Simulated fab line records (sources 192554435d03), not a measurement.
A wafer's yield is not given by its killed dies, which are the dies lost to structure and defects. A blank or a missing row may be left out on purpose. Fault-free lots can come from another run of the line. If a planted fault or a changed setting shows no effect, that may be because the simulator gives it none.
Matching of chambers | flow n5-finfet | rie-diel-02 running N5_BEOL_M4_ETCH_69: 4 sister chambers
The step etches SiARC in CF4, target depth 15.6 nm, time 26 s. 18 wafers are shown with their chamber, then 8 later ones without.

== EACH WAFER AND ITS CHAMBER ==
wafer  | chamber | showerhead-plenum-p-Torr (Torr) | throttle-valve-pct (%) | oes-product-au (a.u.)
L074.2 | 0       | 1.97                            | 15.67                  | 0.65
L074.3 | 1       | 2.23                            | 15.49                  | 0.62
L074.6 | 0       | 1.97                            | 15.67                  | 0.65
L075.1 | 0       | 1.97                            | 15.68                  | 0.65
L075.3 | 2       | 2.11                            | 15.93                  | 0.58
L075.5 | 2       | 2.11                            | 15.91                  | 0.58
L076.2 | 1       | 2.22                            | 15.51                  | 0.61
L076.3 | 0       | 1.97                            | 15.67                  | 0.64
L076.5 | 1       | 2.22                            | 15.50                  | 0.62
L077.3 | 3       | 2.08                            | 15.57                  | 0.72
L077.5 | 3       | 2.08                            | 15.57                  | 0.73
L077.6 | 2       | 2.11                            | 15.92                  | 0.58
L078.2 | 2       | 2.11                            | 15.93                  | 0.58
L078.4 | 0       | 1.97                            | 15.66                  | 0.64
L078.6 | 3       | 2.08                            | 15.58                  | 0.73
L079.2 | 1       | 2.22                            | 15.52                  | 0.61
L079.3 | 0       | 1.97                            | 15.68                  | 0.64
L079.6 | 1       | 2.22                            | 15.51                  | 0.62

SIGNATURES, as means of the wafers listed above
reading                  | chamber 0 | chamber 1 | chamber 2 | chamber 3 | scatter within a chamber
showerhead-plenum-p-Torr | 1.9700    | 2.2220    | 2.1100    | 2.0800    | 0.00239
throttle-valve-pct       | 15.6717   | 15.5060   | 15.9225   | 15.5733   | 0.00904
oes-product-au           | 0.6450    | 0.6160    | 0.5800    | 0.7267    | 0.0049
Rule: for a wafer and a chamber, the distance is found by dividing, reading by reading, the gap between the wafer's reading and the chamber's mean by the reading's scatter, squaring, summing and taking the root. The wafer belongs to the nearest chamber; if the next one is less than 2 further off, it can't be placed. How the scatter is found: for the shown wafers, subtract from each reading the mean of its chamber, square and add these, divide the total by (wafers less chambers), then take the root.

== WAFERS WITH NO CHAMBER GIVEN ==
wafer  | showerhead-plenum-p-Torr (Torr) | throttle-valve-pct (%) | oes-product-au (a.u.)
L080.1 | 1.97                            | 15.69                  | 0.63
L080.3 | 2.08                            | 15.57                  | 0.72
L086.1 | 1.96                            | 15.73                  | 0.63
L086.4 | 2.22                            | 15.56                  | 0.60
L086.6 | 2.07                            | 15.60                  | 0.71
L096.2 | 1.96                            | 15.77                  | 0.62
L096.3 | 2.06                            | 15.66                  | 0.69
L096.5 | 2.21                            | 15.59                  | 0.59

== EACH ONE'S CHAMBER ==
wafer  | from the rows above | in truth
L080.1 | 0                   | 0
L080.3 | 3                   | 3
L086.1 | 0                   | 0
L086.4 | 1                   | 1
L086.6 | 3                   | 3
L096.2 | 0                   | 0
L096.3 | 3                   | 3
L096.5 | 1                   | 1
8 of 8 placed correctly. Not placeable from these rows: 0. Wrongly placed: 0.
